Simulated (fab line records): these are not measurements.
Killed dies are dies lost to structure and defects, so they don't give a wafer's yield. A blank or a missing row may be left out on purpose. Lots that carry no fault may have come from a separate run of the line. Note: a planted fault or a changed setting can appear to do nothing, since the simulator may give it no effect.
Lot-split experiment + flow n5 finfet + 7 lots, 21 wafers read, on a route of 1938 steps

THE SPLIT ITSELF
At N5_BEOL_M7_COAT_71 (time 60 s, resist thk 5 nm), the setting spin rpm was moved away from the recipe's 1500 rpm on 6 of the 21 wafers read, by -9.3% to +9.5%. For the rest of the wafers, this setting stayed at what the recipe calls for.

THE PATH FROM SPLIT TO READING: the file shows 1 step between them
- N5_BEOL_M7_DESCUM_33: chemistry O2, time 7 s (also split here: time s)

THE READING
etch.depth nm (the simulator's own value, which no gauge read), in nm, at N5_BEOL_M7_ETCH_72 (etches underlayer in N2/H2, target depth 6.5 nm, time 5.2 s). There is no usual value for it anywhere in the file. Across the 15 wafers here that went through the recipe, the average is 5.008 nm and the standard deviation 0.015 nm.

| wafer  | tool, chamber at the split | spin rpm as run, rpm | against the recipe | etch.depth nm, nm | against lot-mates on the recipe |
|--------|----------------------------|----------------------|--------------------|-------------------|---------------------------------|
| L076.1 | litho track-01, 0          | 1500                 | recipe             | 4.992             | -                               |
| L076.3 | litho track-01, 0          | 1500                 | recipe             | 4.993             | -                               |
| L076.6 | litho track-01, 0          | 1500                 | recipe             | 4.995             | -                               |
| L082.2 | litho track-02, 0          | 1581                 | +5.4%              | 4.868             | -0.116                          |
| L082.4 | litho track-02, 0          | 1581                 | +5.4%              | 4.85              | -0.134                          |
| L082.5 | litho track-02, 0          | 1500                 | recipe             | 4.984             | -                               |
| L088.1 | litho track-03, 0          | 1500                 | recipe             | 5.021             | -                               |
| L088.3 | litho track-03, 0          | 1500                 | recipe             | 5.011             | -                               |
| L088.4 | litho track-03, 0          | 1500                 | recipe             | 5.022             | -                               |
| L090.1 | litho track-02, 0          | 1643                 | +9.5%              | 4.786             | -0.227                          |
| L090.2 | litho track-02, 0          | 1643                 | +9.5%              | 4.774             | -0.239                          |
| L090.3 | litho track-02, 0          | 1500                 | recipe             | 5.013             | -                               |
| L091.3 | litho track-01, 0          | 1500                 | recipe             | 4.997             | -                               |
| L091.4 | litho track-01, 0          | 1500                 | recipe             | 4.999             | -                               |
| L091.6 | litho track-01, 0          | 1500                 | recipe             | 4.995             | -                               |
| L092.1 | litho track-03, 0          | 1500                 | recipe             | 5.026             | -                               |
| L092.3 | litho track-03, 0          | 1361                 | -9.3%              | 5.276             | +0.255                          |
| L092.4 | litho track-03, 0          | 1500                 | recipe             | 5.017             | -                               |
| L096.2 | litho track-02, 0          | 1500                 | recipe             | 5.036             | -                               |
| L096.3 | litho track-02, 0          | 1595                 | +6.3%              | 4.852             | -0.177                          |
| L096.5 | litho track-02, 0          | 1500                 | recipe             | 5.022             | -                               |

THE FIT
A straight line over all 21 wafers: etch.depth nm changes by -0.026 nm for each +1% of spin rpm; r = -0.99; the points scatter about the line by 0.017 nm.
The same after taking each lot's own level away (the mean of its wafers on the recipe; 21 wafers): -0.0255 nm for each +1%; r = -1.00; scatter 0.0087 nm.
Per that fit: largest spin rpm move, reading shift of 0.24 nm.
Across the lots, their own levels run from 4.9840 to 5.0290 nm, a range of 3.0 times the standard deviation given above.
So the lot-to-lot level changes the slope little: the two slopes agree.
Check: for one of the wafers moved furthest among these (+9.5%), held out of the fit, the line's prediction against its lot-mates is -0.245 nm. It came out at -0.227 nm against them.

FURTHER SPLITS ON THESE WAFERS
These wafers also went through other splits before the reading. Each is held against what the fit with the lots' levels taken away leaves over:
| other split on the same wafers | wafers away from the commonest value | r with etch.depth nm (lot level and that fit taken away) |
|--------------------------------|--------------------------------------|----------------------------------------------------------|
| N5_BEOL_M4_DESCUM_33 time s    | 12                                   | +0.02                                                    |
| N5_BEOL_M5_COAT_60 spin rpm    | 8                                    | +0.00                                                    |
| N5_BEOL_M7_PECVD_70 temp c     | 4                                    | -0.02                                                    |
| N5_BEOL_M7_DESCUM_33 time s    | 3                                    | -0.39                                                    |

FILE'S OWN FIT
etch.depth nm changes by -0.0259 nm for each +1% of spin rpm, r = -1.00.
